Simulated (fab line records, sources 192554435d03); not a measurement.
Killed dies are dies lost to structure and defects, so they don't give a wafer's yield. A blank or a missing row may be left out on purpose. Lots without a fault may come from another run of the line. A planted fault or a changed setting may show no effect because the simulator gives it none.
Which tool did it? | flow n5_finfet | 8 lots, 24 wafers sampled, at 6 steps of a route of 1938

WHAT THE GAUGES READ, wafer by wafer
N5_BEOL_M0_SAQP_CD_MEAS_40: target cd 30 nm. Usual: cd_nm 30.03 nm, standard deviation 0.22.
lot  | measured     | on        | cd_nm (nm)        | flag
L701 | day 6 04:13  | cd_sem-02 | 29.78 30.04 30.33 |
L702 | day 6 11:29  | cd_sem-03 | 30.02 30.05 29.99 |
L706 | day 7 12:30  | cd_sem-02 | 29.91 29.97 29.91 |
L708 | day 8 02:33  | cd_sem-01 | 30.09 29.75 30.08 |
L713 | day 9 03:02  | cd_sem-03 | 30.36 30.33 30.16 |
L716 | day 10 03:20 | cd_sem-01 | 29.98 30.13 29.96 |
L721 | day 11 12:05 | cd_sem-02 | 30.57 30.27 30.07 |
L722 | day 11 18:51 | cd_sem-01 | 29.84 30.09 30.03 |

N5_BEOL_M0_CUTY_INSPECT_59: inspects for defects (macro). Usual: raw_defect_count 2.0, standard deviation 1.4.
lot  | measured     | on                | raw_defect_count | flag
L701 | day 6 06:29  | defect_inspect-01 | 4 0 2            |
L702 | day 6 12:50  | defect_inspect-02 | 2 3 0            |
L706 | day 7 13:57  | defect_inspect-01 | 2 2 3            |
L708 | day 8 04:19  | defect_inspect-01 | 5 2 2            |
L713 | day 9 05:14  | defect_inspect-01 | 0 >300 4         |
L716 | day 10 05:05 | defect_inspect-01 | 4 1 1            |
L721 | day 11 13:34 | defect_inspect-02 | 0 2 0            |
L722 | day 11 20:42 | defect_inspect-01 | 2 1 2            |

N5_BEOL_M4_RC_MEAS_101. Usual: DIBL_N 36.3 mV/V, standard deviation 1.2; DIBL_P 36.3 mV/V, standard deviation 1.4; IOFF_N 0.160 nA/um, standard deviation 0.02; IOFF_P 0.210 nA/um, standard deviation 0.025; ION_N 675 uA/um, standard deviation 9.5; ION_P 462 uA/um, standard deviation 7; SS_N 71.5 mV/dec, standard deviation 0.53; SS_P 73.4 mV/dec, standard deviation 0.55; VT_N 249.5 mV, standard deviation 2.6; VT_P -250.1 mV, standard deviation 2.9.
lot  | measured     | on        | DIBL_N (mV/V)  | DIBL_P (mV/V)  | IOFF_N (nA/um)    | IOFF_P (nA/um)    | ION_N (uA/um) | ION_P (uA/um) | SS_N (mV/dec)  | SS_P (mV/dec)  | VT_N (mV)         | VT_P (mV)            | flag
L701 | day 9 18:37  | prober-02 | 36.3 34.5 35.9 | 34.9 32.6 34.7 | 0.153 0.122 0.137 | 0.215 0.183 0.208 | 677 668 664   | 470 466 461   | 71.7 70.6 70.9 | 73.4 73.0 74.0 | 250.1 249.7 249.9 | -252.6 -251.5 -249.6 |
L702 | day 9 18:59  | prober-01 | 35.4 35.3 35.5 | 37.2 36.7 36.8 | 0.147 0.145 0.142 | 0.184 0.182 0.176 | 676 670 670   | 449 456 454   | 71.5 71.5 72.1 | 72.9 73.2 73.9 | 252.4 252.5 255.6 | -253.0 -253.3 -251.6 |
L706 | day 10 04:59 | prober-02 | 35.0 36.5 34.5 | 36.0 37.3 36.1 | 0.131 0.165 0.131 | 0.170 0.196 0.177 | 653 668 650   | 447 458 446   | 71.3 72.1 71.4 | 72.8 74.0 74.1 | 253.0 248.6 252.1 | -252.7 -252.3 -253.2 |
L708 | day 11 07:54 | prober-02 | 36.4 34.4 34.4 | 35.8 34.2 33.7 | 0.157 0.134 0.129 | 0.224 0.198 0.191 | 671 666 661   | 462 465 461   | 71.4 70.9 71.1 | 72.4 72.1 72.8 | 251.7 250.7 250.5 | -247.5 -250.9 -251.9 |
L713 | day 13 23:42 | prober-02 | 36.7 38.7 35.9 | 36.2 38.6 35.9 | 0.163 0.209 0.159 | 0.195 0.239 0.207 | 665 682 675   | 451 460 461   | 71.7 72.5 72.3 | 73.4 73.7 73.2 | 248.8 246.4 248.9 | -249.6 -246.2 -251.1 |
L716 | day 15 05:05 | prober-02 | 37.2 35.2 37.3 | 34.9 33.0 35.3 | 0.162 0.126 0.164 | 0.192 0.172 0.212 | 673 674 678   | 456 459 460   | 71.7 71.4 71.6 | 73.2 73.3 73.9 | 248.4 256.2 250.0 | -251.6 -251.6 -249.3 |
L721 | day 16 03:17 | prober-02 | 35.3 34.8 34.6 | 36.4 34.8 35.8 | 0.154 0.143 0.151 | 0.208 0.183 0.206 | 679 683 691   | 472 466 466   | 71.6 70.8 71.3 | 72.7 72.7 72.1 | 247.8 248.7 250.1 | -249.9 -250.5 -247.9 |
L722 | day 15 20:00 | prober-01 | 33.8 35.6 36.2 | 35.9 36.3 37.2 | 0.157 0.190 0.183 | 0.187 0.194 0.204 | 675 668 668   | 459 452 452   | 70.8 71.2 71.7 | 73.3 73.7 74.0 | 248.4 248.9 250.5 | -252.7 -254.3 -252.4 |

WHICH TOOL RAN EACH LOT (tool, then ch and the chambers of the sampled wafers, then the start)
lot  | N5_BEOL_M0_SAQP_DESCUM_45          | N5_BEOL_M0_SAQP_ETCH_88            | N5_BEOL_M0_SAQP_ETCH_73
L701 | rie_diel-01 ch 1,3, day 6 04:21    | rie_diel-01 ch 1,3, day 6 04:23    | rie_diel-01 ch 1,3, day 6 04:24
L702 | rie_diel-01 ch 0,2,3, day 6 11:37  | rie_diel-01 ch 0,2,3, day 6 11:38  | rie_diel-01 ch 0,2,3, day 6 11:40
L706 | rie_diel-04 ch 0,2,3, day 7 12:38  | rie_diel-04 ch 0,2,3, day 7 12:40  | rie_diel-04 ch 0,2,3, day 7 12:41
L708 | rie_diel-02 ch 0,1,2, day 8 02:50  | rie_diel-02 ch 0,1,2, day 8 02:53  | rie_diel-02 ch 0,1,2, day 8 02:53
L713 | rie_diel-01 ch 0,1,3, day 9 03:44  | rie_diel-01 ch 0,1,3, day 9 03:46  | rie_diel-01 ch 0,1,3, day 9 03:47
L716 | rie_diel-02 ch 0,1, day 10 03:28   | rie_diel-02 ch 0,1, day 10 03:29   | rie_diel-02 ch 0,1, day 10 03:31
L721 | rie_diel-04 ch 0,2,3, day 11 12:13 | rie_diel-04 ch 0,2,3, day 11 12:15 | rie_diel-04 ch 0,2,3, day 11 12:16
L722 | rie_diel-04 ch 0,2,3, day 11 18:58 | rie_diel-04 ch 0,2,3, day 11 19:00 | rie_diel-04 ch 0,2,3, day 11 19:01
- N5_BEOL_M0_SAQP_DESCUM_45: chemistry O2, time 7 s.
- N5_BEOL_M0_SAQP_ETCH_88: etches underlayer in N2/H2, target depth 6.5 nm, time 5.2 s.
- N5_BEOL_M0_SAQP_ETCH_73: etches SiARC in CF4, target depth 19.5 nm, time 32.5 s.

WHAT THE TOOLS THEMSELVES READ (means of the sampled wafers that have a number; where no wafer has one, the mark that the record gives instead)
N5_BEOL_M0_SAQP_DESCUM_45. Usual: drypump_motor_current_A 5.4 A, standard deviation 0.44; o2_flow_sccm 225.0 sccm, standard deviation 0.84; oes_product_au 0.76 a.u., standard deviation 0.063; rf_fwd_power_W 49.43 W, standard deviation 0.24; rf_vpp_V 244.0 V, standard deviation 1.3; showerhead_plenum_p_Torr 2.15 Torr, standard deviation 0.059; throttle_valve_pct 20.46 %, standard deviation 0.23.
lot  | tool        | drypump_motor_current_A (A) | o2_flow_sccm (sccm) | oes_product_au (a.u.) | rf_fwd_power_W (W) | rf_vpp_V (V) | showerhead_plenum_p_Torr (Torr) | throttle_valve_pct (%) | flag
L701 | rie_diel-01 | 5.4                         | 225.1               | 0.73                  | 49.23              | 244.2        | 2.16                            | 20.52                  |
L702 | rie_diel-01 | 5.0                         | 225.4               | 0.77                  | 49.45              | 244.6        | 2.16                            | 20.36                  |
L706 | rie_diel-04 | 5.7                         | 225.0               | 0.73                  | 49.34              | 242.8        | 2.11                            | 20.51                  |
L708 | rie_diel-02 | 4.9                         | 225.3               | 0.76                  | 49.61              | 244.6        | 2.19                            | 20.53                  |
L713 | rie_diel-01 | 5.3                         | 225.3               | 0.73                  | 49.46              | 244.5        | 2.17                            | 20.41                  |
L716 | rie_diel-02 | 5.1                         | 225.4               | 0.73                  | 49.69              | 244.2        | 2.17                            | 20.34                  |
L721 | rie_diel-04 | 5.7                         | 224.8               | 0.80                  | 49.19              | 243.3        | 2.10                            | 20.43                  |
L722 | rie_diel-04 | 5.7                         | 224.1               | 0.80                  | 49.08              | 243.7        | 2.10                            | 20.45                  |

N5_BEOL_M0_SAQP_ETCH_88. Usual: bias_w 150.0 W, standard deviation 0.41; drypump_motor_current_A 5.4 A, standard deviation 0.44; etch_rf_on_time_s 5.23 s, standard deviation 0.083; oes_product_au 0.64 a.u., standard deviation 0.054; rf_fwd_power_W 819.2 W, standard deviation 2.8; rf_vpp_V 525.6 V, standard deviation 2.3; showerhead_plenum_p_Torr 2.61 Torr, standard deviation 0.074; throttle_valve_pct 17.91 %, standard deviation 0.26.
lot  | tool        | bias_w (W) | drypump_motor_current_A (A) | etch_rf_on_time_s (s) | oes_product_au (a.u.) | rf_fwd_power_W (W) | rf_vpp_V (V) | showerhead_plenum_p_Torr (Torr) | throttle_valve_pct (%) | flag
L701 | rie_diel-01 | 150.1      | 5.4                         | 5.27                  | 0.62                  | 821.3              | 526.4        | 2.63                            | 18.03                  |
L702 | rie_diel-01 | 150.0      | 5.1                         | 5.21                  | 0.65                  | 819.6              | 525.8        | 2.62                            | 17.75                  |
L706 | rie_diel-04 | 149.7      | 5.7                         | 5.25                  | 0.63                  | 819.1              | 523.9        | 2.56                            | 17.95                  |
L708 | rie_diel-02 | 149.8      | 5.0                         | 5.25                  | 0.65                  | 816.3              | 527.2        | 2.66                            | 18.00                  |
L713 | rie_diel-01 | 149.7      | 5.3                         | 5.25                  | 0.62                  | 818.9              | 526.3        | 2.64                            | 17.87                  |
L716 | rie_diel-02 | 149.9      | 5.1                         | 5.21                  | 0.62                  | 818.2              | 527.4        | 2.64                            | 17.80                  |
L721 | rie_diel-04 | 149.8      | 5.8                         | 5.24                  | 0.67                  | 819.9              | 524.3        | 2.55                            | 17.86                  |
L722 | rie_diel-04 | 150.2      | 5.8                         | 5.20                  | 0.68                  | 820.7              | 522.8        | 2.55                            | 17.87                  |

N5_BEOL_M0_SAQP_ETCH_73. Usual: bias_w 36.00 W, standard deviation 0.1; cf4_flow_sccm 100.1 sccm, standard deviation 0.34; drypump_motor_current_A 5.4 A, standard deviation 0.44; etch_rf_on_time_s 32.8 s, standard deviation 0.57; oes_product_au 0.65 a.u., standard deviation 0.054; rf_fwd_power_W 533.8 W, standard deviation 2.6; rf_vpp_V 184.5 V, standard deviation 1; showerhead_plenum_p_Torr 2.19 Torr, standard deviation 0.057; throttle_valve_pct 15.65 %, standard deviation 0.21.
lot  | tool        | bias_w (W) | cf4_flow_sccm (sccm) | drypump_motor_current_A (A) | etch_rf_on_time_s (s) | oes_product_au (a.u.) | rf_fwd_power_W (W) | rf_vpp_V (V) | showerhead_plenum_p_Torr (Torr) | throttle_valve_pct (%) | flag
L701 | rie_diel-01 | 35.99      | 100.2                | 5.4                         | 33.2                  | 0.62                  | 532.1              | 184.5        | 2.22                            | 15.76                  |
L702 | rie_diel-01 | 35.99      | 100.0                | 5.1                         | 32.8                  | 0.65                  | 534.5              | 184.5        | 2.21                            | 15.54                  |
L706 | rie_diel-04 | 36.01      | 100.1                | 5.7                         | 33.4                  | 0.62                  | 532.4              | 183.6        | 2.16                            | 15.69                  |
L708 | rie_diel-02 | 36.05      | 100.1                | 5.0                         | 32.9                  | 0.65                  | 535.7              | 185.5        | 2.23                            | 15.69                  |
L713 | rie_diel-01 | 36.05      | 100.2                | 5.3                         | 32.8                  | 0.63                  | 531.3              | 185.2        | 2.22                            | 15.63                  |
L716 | rie_diel-02 | 35.92      | 99.6                 | 5.1                         | 33.0                  | 0.61                  | 536.3              | 184.0        | 2.22                            | 15.55                  |
L721 | rie_diel-04 | 36.00      | 100.2                | 5.7                         | 33.1                  | 0.68                  | 534.2              | 184.4        | 2.15                            | 15.59                  |
L722 | rie_diel-04 | 36.02      | 99.9                 | 5.8                         | 32.8                  | 0.67                  | 531.6              | 185.0        | 2.15                            | 15.61                  |

THE ANSWER, worked out from the rows above alone
Rule: a lot is off if the mean of its wafers that have a number lies more than 3 standard deviations from the usual mean. A lot without any number at a reading at which 4 lots or more have one is off too. The other lots that the step has rows for count as sound. The gauges are gone through in route order, then the tools' own readings, and for those a lot's mean is taken as printed above. The first step at which some lot is off is used, and at that step the reading that is off furthest; a lot without a number counts as furthest.
No lot is off at any reading shown: from this, nothing can be told.

WHAT THE SIMULATOR HAD PUT IN
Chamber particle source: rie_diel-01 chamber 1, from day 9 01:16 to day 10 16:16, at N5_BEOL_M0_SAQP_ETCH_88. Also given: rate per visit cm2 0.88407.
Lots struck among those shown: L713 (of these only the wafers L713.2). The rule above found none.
